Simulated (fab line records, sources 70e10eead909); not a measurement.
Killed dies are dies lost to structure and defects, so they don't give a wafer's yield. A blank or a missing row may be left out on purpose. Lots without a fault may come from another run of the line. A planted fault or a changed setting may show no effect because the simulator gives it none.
A struck lot beside a sound one | flow nand_harc | 39 steps out of a route of 1302
Sound: wafers L753.2, L753.3, L753.5. Struck: wafer L752.2. (L752.1, L752.4 of the same lot were not struck and are left out.) The cause comes at the end.
At each step with rows: each side's tool, then ch and its chambers, then its first start. Under that, the readings that differ: sound wafers | struck wafers | difference of the means | sigmas: that difference in standard deviations of wafers without a fault.
alike: readings whose means differ by less than 2 such deviations, and words and numbers that are the same on both sides. not compared: withheld readings, readings that some wafer has no value for, bounds like >300 that may hide the same value, and numbers for which the record gives no deviation and whose values overlap.
The two part at a step that has a row with sigmas, a row that says differs or no value, or rows on one side only. Numbers that don't overlap but have no deviation are shown without sigmas and don't part them. A reading that every wafer of one side lacks parts them only if that side has two wafers or more.

first, 7 steps without rows for these wafers: NHARC_A_STAIRCASE_SOFTBAKE_263 (time 170 s); NHARC_A_STAIRCASE_EBR_264; NHARC_A_STAIRCASE_EXPOSE_265 (exposes mask CHOP 200); NHARC_A_STAIRCASE_PEB_266 (peb time 130 s); NHARC_A_STAIRCASE_DEVELOP_267 (time 140 s); NHARC_A_STAIRCASE_HARDBAKE_269 (time 140 s); NHARC_A_STAIRCASE_DESCUM_270 (chemistry O2, time 3 s).
NHARC_A_STAIRCASE_ETCH_271: etches the open film in CF4/CHF3.
  sound on rie_diel-11 ch 2,3, day 21 12:25; struck on rie_diel-06 ch 1, day 20 21:19
  reading               | sound             | struck | difference | sigmas
  oes_product_au (a.u.) | 0.909 0.940 0.909 | 0.976  | +0.057     | +2
  alike: drypump_motor_current_A, rf_vpp_V, showerhead_plenum_p_Torr, throttle_valve_pct
  not compared: rf_hours_counter_h
then, 2 steps without rows for these wafers: NHARC_A_STAIRCASE_HM_OPEN_457 (chemistry O2/COS); NHARC_A_STAIRCASE_STRIP_458 (strips in O2/COS).
NHARC_A_STAIRCASE_ETCH_451: etches the open film in CF4/O2, target depth 30 nm, overetch 3 nm, time 16.5 s.
  sound on rie_diel-11 ch 1,2; struck on rie_diel-06 ch 2
  alike: drypump_motor_current_A, oes_product_au, rf_vpp_V, showerhead_plenum_p_Torr, throttle_valve_pct
  not compared: rf_hours_counter_h
NHARC_A_STAIRCASE_ETCH_273: etches the open film in C4F8/O2/Ar, target depth 10200 nm, time 2468.6 s.
  sound on rie_diel-11 ch 1,3, day 21 12:55; struck on rie_diel-06 ch 1, day 20 21:55
  alike: oes_product_au, rf_vpp_V
  not compared: rf_hours_counter_h
then, 16 steps without rows for these wafers: NHARC_A_STAIRCASE_STRIP_274 (strips in O2); NHARC_A_STAIRCASE_STRIP_275 (strips in SPM, time 900 s); NHARC_A_STAIRCASE_PRECLEAN_276 (cleans in SC1); NHARC_A_STAIRCASE_SRD_277; NHARC_A_STAIRCASE_HM_DEP_459 (deposits aC, target thk 1500 nm); NHARC_A_STAIRCASE_DEP_280 (deposits SiON, target thk 30 nm); NHARC_A_STAIRCASE_DEHYDRATE_281 (time 120 s); NHARC_A_STAIRCASE_HMDS_282 (time 30 s); NHARC_A_STAIRCASE_COAT_283; NHARC_A_STAIRCASE_SOFTBAKE_284 (time 170 s); NHARC_A_STAIRCASE_EBR_285; NHARC_A_STAIRCASE_EXPOSE_286 (exposes mask CHOP 100); NHARC_A_STAIRCASE_PEB_287 (peb time 130 s); NHARC_A_STAIRCASE_DEVELOP_288 (time 140 s); NHARC_A_STAIRCASE_HARDBAKE_290 (time 140 s); NHARC_A_STAIRCASE_DESCUM_291 (chemistry O2, time 3 s).
NHARC_A_STAIRCASE_ETCH_292: etches the open film in CF4/CHF3.
  sound on rie_diel-01 ch 0,2,3, day 21 18:19; struck on rie_diel-11 ch 2, day 21 05:10
  reading                | sound                | struck | difference | sigmas
  throttle_valve_pct (%) | 16.800 16.799 16.811 | 16.822 | +0.019     | +2
  alike: drypump_motor_current_A, oes_product_au, rf_vpp_V, showerhead_plenum_p_Torr
  not compared: rf_hours_counter_h
then, 2 steps without rows for these wafers: NHARC_A_STAIRCASE_HM_OPEN_460 (chemistry O2/COS); NHARC_A_STAIRCASE_STRIP_461 (strips in O2/COS).
NHARC_A_STAIRCASE_ETCH_452: etches the open film in CF4/O2, target depth 30 nm, overetch 3 nm, time 16.5 s.
  sound on rie_diel-01 ch 0,2; struck on rie_diel-11 ch 1
  reading                     | sound       | struck | difference | sigmas
  drypump_motor_current_A (A) | 6.7 5.8 6.7 | 4.9    | -1.5       | -3
  alike: oes_product_au, rf_vpp_V, showerhead_plenum_p_Torr, throttle_valve_pct
  not compared: rf_hours_counter_h
then, 1 step without rows for these wafers: NHARC_A_STAIRCASE_ETCH_294 (etches the open film in C4F8/O2/Ar, target depth 4989 nm, time 1211.6 s).
NHARC_A_STAIRCASE_STRIP_295: strips in O2.
  sound on rie_diel-01 ch 0,1,2; struck on rie_diel-11 ch 0
  reading                     | sound       | struck | difference | sigmas
  drypump_motor_current_A (A) | 5.9 5.3 6.7 | 4.7    | -1.3       | -3
  alike: oes_product_au, rf_vpp_V, showerhead_plenum_p_Torr, throttle_valve_pct
  not compared: rf_hours_counter_h
then, 4 steps without rows for these wafers: NHARC_A_STAIRCASE_STRIP_296 (strips in SPM, time 900 s); NHARC_A_STAIRCASE_PRECLEAN_297 (cleans in SC1); NHARC_A_STAIRCASE_SRD_298; NHARC_A_STAIRCASE_HM_DEP_462 (deposits aC, target thk 800 nm).
-- the record jumps here: 8 days lie between the struck wafers' starts before and after (it left off in module A_STAIRCASE and takes up again in module END, whose first step shown is number 1302 of the route) --
NHARC_END_SORT_01:
  sound on prober-01 ch 0, day 29 09:05; struck on prober-01 ch 0, day 28 18:44
  reading         | sound    | struck | difference | sigmas
  killed_at_array | 62 60 55 | 116    | +57        | +5
  killed_dies     | 64 63 58 | 119    | +57        | +4
  alike: killed_at_other, killed_at_periphery, killed_open, killed_short

WHERE THEY PART
First at NHARC_A_STAIRCASE_ETCH_271; last, within this record, at NHARC_END_SORT_01.

WHY: what the simulator had put in
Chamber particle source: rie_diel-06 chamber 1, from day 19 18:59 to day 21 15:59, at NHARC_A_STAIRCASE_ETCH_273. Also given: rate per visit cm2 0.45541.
